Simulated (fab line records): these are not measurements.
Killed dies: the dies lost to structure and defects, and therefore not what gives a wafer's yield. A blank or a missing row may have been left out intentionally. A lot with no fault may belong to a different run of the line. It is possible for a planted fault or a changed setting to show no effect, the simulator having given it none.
Which tool is to blame?    flow nandHarc    6 lots, 18 wafers sampled, at 3 steps of a route of 1302

== WHAT THE GAUGES READ, wafer by wafer ==
NHARC_END_SORT_01.
lot   measured      on         killedAtPeriphery
L961  day 27 03:35  prober-01  0 0 0
L964  day 28 14:43  prober-01  5 9 6
L972  day 31 21:56  prober-01  31 58 57

== TOOL THAT RAN EACH LOT (tool first, then ch and the chambers of the sampled wafers, then the start) ==
lot   NHARC_P_M0_STRIP_18                NHARC_THIN_TSV_STRIP_45
L956  rieDiel-13 ch 0,1,3, day 7 08:59   plasmaAsher-02 ch 0,1, day 25 22:38
L958  rieDiel-13 ch 0,3, day 8 06:43     plasmaAsher-01 ch 0,1, day 25 13:39
L961  rieDiel-09 ch 0,1,3, day 9 06:21   plasmaAsher-01 ch 0,1, day 26 14:52
L964  rieDiel-13 ch 0,2, day 10 21:29    plasmaAsher-02 ch 0, day 28 01:10
L972  rieDiel-13 ch 0,3, day 13 20:50    plasmaAsher-02 ch 0,1, day 31 07:11
L974  rieDiel-06 ch 0,1,3, day 14 18:20  plasmaAsher-01 ch 0,1, day 32 15:31
- NHARC_P_M0_STRIP_18: strips in N2/H2.
- NHARC_THIN_TSV_STRIP_45: strips in O2.

== THE ANSWER, worked out from the rows above alone ==
Rule: the usual values come from the lots themselves. The widest of any qualifying gaps counts: lots, ordered by their means at a reading, are off when they make up no more than a third of the lots, leave a main group of 4 or more, and stand apart from it by 3 or more times the standard deviation of that group's means. The tables above print the reading to a certain number of digits; a main group whose means all agree to those digits is not used. Also off: a lot with no number at a reading for which 4 or more lots have one. Where the step has rows for the other lots, those lots are counted as sound.
No lot is off on any of the readings shown, so nothing can be concluded from this.

== WHAT THE SIMULATOR HAD PUT IN ==
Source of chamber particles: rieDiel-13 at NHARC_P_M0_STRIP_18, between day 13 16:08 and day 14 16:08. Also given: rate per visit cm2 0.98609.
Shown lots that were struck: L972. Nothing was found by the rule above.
